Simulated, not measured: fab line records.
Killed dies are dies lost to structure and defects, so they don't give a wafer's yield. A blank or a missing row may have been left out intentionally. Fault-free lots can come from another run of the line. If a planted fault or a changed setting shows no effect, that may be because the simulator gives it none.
Chamber matching | flow nand harc | 3 sister chambers for NHARC_P_M2_DEP_00 on pecvd-02
The step deposits SiOC, target thk 182.5 nm. 3 wafers are shown with their chamber, then 7 later ones without.

== WAFERS WITH THEIR CHAMBER ==
wafer  | chamber | chamber pressure Torr (Torr)
L254.5 | 1       | 5.014
L256.4 | 0       | 5.007
L256.5 | 2       | 5.019

== WAFERS MISSING THEIR CHAMBER ==
wafer  | chamber pressure Torr (Torr)
L256.6 | 5.001
L258.1 | 5.000
L258.4 | 5.019
L258.5 | 5.006
L259.1 | 5.004
L259.2 | 4.999
L259.4 | 5.013

== WHICH CHAMBER EACH ONE RAN IN ==
wafer  | from the rows above          | in truth
L256.6 | can't be placed: 0 or 1      | 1
L258.1 | can't be placed: 0 or 1      | 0
L258.4 | can't be placed: 2 or 1      | 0
L258.5 | can't be placed: 0 or 1      | 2
L259.1 | can't be placed: 0 or 1      | 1
L259.2 | can't be placed: 0 or 1      | 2
L259.4 | can't be placed: 1 or 0 or 2 | 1
0 of 7 placed correctly. Can't be placed from these rows: 7 (the true chamber is among the candidates in 4). 0 placed wrongly.
How it was worked out, from the rows above alone: a wafer's distance from a chamber is the root of the sum, over the readings, of the square of ((its reading less the chamber's mean) divided by the reading's scatter). The wafer belongs to the nearest chamber; if the next one is less than 2 further off, it can't be placed. A chamber's mean is the mean of its shown wafers. The scatter: with one shown wafer a chamber, the root of the mean of the squares of how far each hidden wafer lies from its nearest shown one.
